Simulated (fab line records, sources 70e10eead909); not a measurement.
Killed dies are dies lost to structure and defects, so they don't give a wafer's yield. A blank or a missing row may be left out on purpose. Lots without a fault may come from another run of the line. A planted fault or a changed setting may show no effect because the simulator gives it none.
Chamber matching | flow nand_harc | NHARC_A_CONTACT_DESCUM_74 on rie_diel-07: 4 sister chambers
The step chemistry O2, time 3 s. 4 wafers are shown with their chamber, then 12 later ones without.

WAFERS WITH THEIR CHAMBER
wafer  | chamber | drypump_motor_current_A (A)
L089.6 | 0       | 5.6
L090.1 | 1       | 5.9
L090.4 | 2       | 6.2
L090.5 | 3       | 6.2

WAFERS WITHOUT THEIR CHAMBER
wafer  | drypump_motor_current_A (A)
L088.1 | 6.2
L088.3 | 5.7
L088.6 | 5.6
L092.1 | 5.9
L092.2 | 5.6
L092.5 | 6.2
L093.1 | 6.2
L093.3 | 5.9
L093.4 | 6.2
L094.1 | 6.2
L094.2 | 5.6
L094.4 | 6.1

WHICH CHAMBER EACH WENT THROUGH
wafer  | from the rows above     | in truth
L088.1 | can't be placed: 2 or 3 | 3
L088.3 | 0                       | 0
L088.6 | 0                       | 0
L092.1 | 1                       | 1
L092.2 | 0                       | 0
L092.5 | can't be placed: 2 or 3 | 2
L093.1 | can't be placed: 2 or 3 | 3
L093.3 | 1                       | 1
L093.4 | can't be placed: 2 or 3 | 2
L094.1 | can't be placed: 2 or 3 | 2
L094.2 | 0                       | 0
L094.4 | can't be placed: 2 or 3 | 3
Placed correctly: 6 of 12. Can't be placed from these rows: 6 (the true chamber is among the candidates in 6). Placed wrongly: 0.
How it was worked out, from the rows above alone: a wafer's distance from a chamber is the root of the sum, over the readings, of the square of ((its reading less the chamber's mean) divided by the reading's scatter). The wafer belongs to the nearest chamber; if the next one is less than 2 further off, it can't be placed. A chamber's mean is the mean of its shown wafers. The scatter: with one shown wafer a chamber, the root of the mean of the squares of how far each hidden wafer lies from its nearest shown one.
